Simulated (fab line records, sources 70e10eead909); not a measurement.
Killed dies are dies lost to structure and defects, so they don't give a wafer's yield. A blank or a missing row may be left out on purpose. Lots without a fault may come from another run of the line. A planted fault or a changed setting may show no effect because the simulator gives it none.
Chamber matching | flow nand_harc | NHARC_A_M1_CMP_23 on cmp-02: 4 sister chambers
The step polishes, t overpolish 20 s, target thk 154.34 nm. 8 wafers are shown with their chamber, then 9 later ones without.

WAFERS WITH THEIR CHAMBER
wafer  | chamber | motor_current_A (A) | time_to_endpoint_s (s)
L285.3 | 2       | 12.2                | 34.7
L288.1 | 1       | 12.8                | 29.5
L288.6 | 3       | 11.8                | 31.9
L297.5 | 3       | 11.4                | 25.9
L297.6 | 0       | 13.4                | 25.0
L299.3 | 0       | 12.1                | 29.6
L299.4 | 2       | 11.8                | 31.4
L299.5 | 1       | 13.1                | 28.7

WAFERS WITHOUT THEIR CHAMBER
wafer  | motor_current_A (A) | time_to_endpoint_s (s)
L301.1 | 13.4                | 26.6
L301.4 | 11.4                | 24.0
L301.6 | 13.0                | 26.7
L305.1 | 13.9                | 31.9
L305.2 | 13.0                | 31.9
L305.3 | 11.9                | 30.3
L307.2 | 13.2                | 28.5
L307.3 | 12.4                | 30.1
L307.4 | 13.0                | 31.9

WHICH CHAMBER EACH WENT THROUGH
wafer  | from the rows above               | in truth
L301.1 | can't be placed: 1 or 0           | 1
L301.4 | can't be placed: 3 or 0 or 2 or 1 | 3
L301.6 | can't be placed: 0 or 1           | 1
L305.1 | can't be placed: 1 or 0 or 2      | 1
L305.2 | can't be placed: 1 or 0 or 2 or 3 | 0
L305.3 | can't be placed: 3 or 2 or 0 or 1 | 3
L307.2 | can't be placed: 1 or 0           | 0
L307.3 | can't be placed: 1 or 0 or 2 or 3 | 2
L307.4 | can't be placed: 1 or 0 or 2 or 3 | 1
Placed correctly: 0 of 9. Can't be placed from these rows: 9 (the true chamber is among the candidates in 9). Placed wrongly: 0.
How it was worked out, from the rows above alone: a wafer's distance from a chamber is the root of the sum, over the readings, of the square of ((its reading less the chamber's mean) divided by the reading's scatter). The wafer belongs to the nearest chamber; if the next one is less than 2 further off, it can't be placed. A chamber's mean is the mean of its shown wafers. The scatter: the root of (the sum of the squares of (reading less its chamber's mean) over the shown wafers, divided by (wafers less chambers)).
